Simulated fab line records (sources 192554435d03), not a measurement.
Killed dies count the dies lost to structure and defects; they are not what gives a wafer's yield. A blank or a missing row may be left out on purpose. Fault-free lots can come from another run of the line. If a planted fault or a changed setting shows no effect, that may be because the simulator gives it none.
Chamber matching -- flow n5_finfet -- rie_diel-03 running N5_FIN_SAQP_ETCH_51: 4 sister chambers
The step etches SiARC in CF4, target depth 45.5 nm, time 75.8 s. 4 wafers are shown with their chamber, then 10 later ones without.

== EACH WAFER AND ITS CHAMBER ==
wafer,chamber,drypump_motor_current_A (A)
L088.3,3,6.1
L088.5,1,6.0
L091.3,2,5.6
L091.4,0,4.9

== WAFERS WITHOUT THEIR CHAMBER ==
wafer,drypump_motor_current_A (A)
L091.5,4.9
L093.3,4.9
L093.5,6.1
L093.6,4.9
L094.2,6.0
L094.3,5.6
L094.6,4.9
L097.3,5.6
L097.5,5.7
L097.6,5.9

== WHICH CHAMBER EACH WENT THROUGH ==
wafer,from the rows above,in truth
L091.5,0,0
L093.3,0,0
L093.5,3,3
L093.6,0,0
L094.2,1,1
L094.3,2,2
L094.6,0,0
L097.3,2,2
L097.5,2,2
L097.6,1,1
10 of 10 placed correctly. Can't be placed from these rows: 0. Number placed wrongly: 0.
How it was worked out, from the rows above alone: a wafer's distance from a chamber is the root of the sum, over the readings, of the square of ((its reading less the chamber's mean) divided by the reading's scatter). The wafer belongs to the nearest chamber; if the next one is less than 2 further off, it can't be placed. The mean given for a chamber averages the wafers shown for that chamber. The scatter: root of mean squared gap, hidden wafer to nearest shown wafer, with one shown wafer a chamber.
